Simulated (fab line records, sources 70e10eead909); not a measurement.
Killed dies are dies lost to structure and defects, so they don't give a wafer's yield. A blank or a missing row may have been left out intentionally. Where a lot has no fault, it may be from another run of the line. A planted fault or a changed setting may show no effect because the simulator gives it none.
Which tool was responsible? :: flow nand_harc :: 12 lots, 36 wafers sampled, at 1 step of a route of 1159

== WHAT THE GAUGES READ, wafer by wafer ==
NHARC_P_ZERO_WELL_CD_MEAS_37: target cd 720 nm.
lot: L075
measured: day 1 22:11
on: cd_sem-02
cd_nm (nm): 722.0 719.8 720.8

lot: L077
measured: day 2 09:59
on: cd_sem-03
cd_nm (nm): 720.4 722.0 721.9

lot: L079
measured: day 2 22:01
on: cd_sem-03
cd_nm (nm): 717.6 718.8 718.6

lot: L081
measured: day 3 10:11
on: cd_sem-01
cd_nm (nm): 720.2 720.4 720.9

lot: L083
measured: day 3 22:14
on: cd_sem-03
cd_nm (nm): 718.7 719.6 719.4

lot: L085
measured: day 4 10:07
on: cd_sem-01
cd_nm (nm): 721.1 720.7 719.3

lot: L087
measured: day 4 22:31
on: cd_sem-02
cd_nm (nm): 719.0 720.0 718.7

lot: L089
measured: day 5 10:11
on: cd_sem-01
cd_nm (nm): 717.4 719.0 719.3

lot: L091
measured: day 5 21:59
on: cd_sem-02
cd_nm (nm): 718.9 718.5 718.7

lot: L093
measured: day 6 10:07
on: cd_sem-02
cd_nm (nm): 718.1 720.9 720.7

lot: L095
measured: day 6 22:16
on: cd_sem-02
cd_nm (nm): 717.7 719.3 718.6

lot: L097
measured: day 7 10:13
on: cd_sem-03
cd_nm (nm): 718.4 720.2 719.2

== WHAT TOOL EACH LOT RAN ON (gives the tool, then ch and the chambers of the sampled wafers, and finally the start) ==
No process step before these readings appears in the record.

== THE ANSWER, worked out from the rows above alone ==
Rule: the lots themselves supply what counts as usual. Put in order of their means at a reading, lots are off if they are a third of the lots or fewer, leave a main group of 4 or more, and stand apart from it by a gap of 3 or more times the standard deviation of the main group's means; of several such gaps the widest counts. A main group is skipped when, at the precision printed for the reading in the tables above, its means are all equal. Also off: a lot with no number at a reading for which 4 or more lots have one. The other lots that the step has rows for count as sound.
No lot is off at any reading shown: from this, nothing can be told.

== WHAT THE SIMULATOR HAD PUT IN ==
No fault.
